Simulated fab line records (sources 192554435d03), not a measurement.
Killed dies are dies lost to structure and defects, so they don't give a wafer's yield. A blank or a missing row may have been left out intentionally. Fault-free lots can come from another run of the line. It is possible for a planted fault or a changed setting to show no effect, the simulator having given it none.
Split-lot study	flow n5-finfet	21 wafers read across 7 lots, on a route 1938 steps long

THE SPLIT ITSELF
At N5_BEOL_M5_ETCH_72 (etches underlayer in N2/H2, target depth 6.5 nm, time 5.2 s), the setting bias-w was moved away from the recipe's 150 W on 6 of the 21 wafers read, by -17.3% to +16.4%. All remaining wafers had this setting at the recipe value.

The reading comes from the split's own step.

THE READING
rf-vpp-V, in V, at N5_BEOL_M5_ETCH_72 (etches underlayer in N2/H2, target depth 6.5 nm, time 5.2 s). On this fab line, fault-free wafers typically give 523.3 V with a standard deviation of 2.5 V.

wafer	tool, chamber at the split	bias-w as run, W	against the recipe	rf-vpp-V, V	against lot-mates on the recipe
L074.2	rie-diel-02, 3	150	recipe	520.9	-
L074.5	rie-diel-02, 2	150	recipe	522.3	-
L074.6	rie-diel-02, 1	150	recipe	524.8	-
L077.1	rie-diel-06, 0	124.1	-17.3%	466.9	-54.9
L077.3	rie-diel-06, 2	150	recipe	520.9	-
L077.4	rie-diel-06, 3	150	recipe	522.7	-
L079.3	rie-diel-06, 1	150	recipe	525.6	-
L079.5	rie-diel-06, 0	159.3	+6.2%	547.4	+21.5
L079.6	rie-diel-06, 1	150	recipe	526.1	-
L080.2	rie-diel-02, 2	150	recipe	522.8	-
L080.3	rie-diel-02, 1	158	+5.3%	544.7	+22.5
L080.5	rie-diel-02, 2	150	recipe	521.6	-
L090.4	rie-diel-04, 1	150	recipe	523.3	-
L090.5	rie-diel-04, 0	150	recipe	521.5	-
L090.6	rie-diel-04, 1	150	recipe	524.7	-
L093.3	rie-diel-06, 0	150	recipe	527.0	-
L093.5	rie-diel-06, 2	174.6	+16.4%	572.4	+45.4
L093.6	rie-diel-06, 3	174.6	+16.4%	577.0	+50.0
L097.1	rie-diel-02, 0	150	recipe	524.9	-
L097.3	rie-diel-02, 1	131.2	-12.5%	482.0	-41.0
L097.4	rie-diel-02, 2	150	recipe	521.2	-

THE FIT
A straight line over all 21 wafers: rf-vpp-V changes by +3.24 V for each +1% of bias-w; r = +1.00; the points scatter about the line by 2.4 V.
The same after taking each lot's own level away (the mean of its wafers on the recipe; 21 wafers): +3.1 V for each +1%; r = +1.00; scatter 2.3 V.
Per that fit: largest bias-w move, reading shift of 53 V.
Measured against the standard deviation above, the lots' own levels, which go from 521.80 to 527.00 V, span 2.1 times it.
So the lot-to-lot level changes the slope little: the two slopes agree.
Check: with one of the wafers moved furthest among these (-17.3%) left out of the fit, the line predicts -52.8 V for it against its lot-mates. It came out at -54.9 V against them.
Tool readings at the split's step, against how far the setting was moved: rf-vpp-V r = +1.00.

THESE WAFERS: OTHER SPLITS
Note: prior to the reading, these wafers also went through further splits. Each is held against what the fit with the lots' levels taken away leaves over:
other split on the same wafers	wafers away from the commonest value	r with rf-vpp-V (lot level and that fit taken away)
N5_BEOL_M3_ETCH_70 bias-w	6	-0.20
N5_BEOL_M4_COAT_73 spin-rpm	10	-0.21
N5_BEOL_M4_COAT_05 spin-rpm	4	+0.49

THE FILE'S OWN FIT
rf-vpp-V changes by +3.15 V for each +1% of bias-w, r = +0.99.
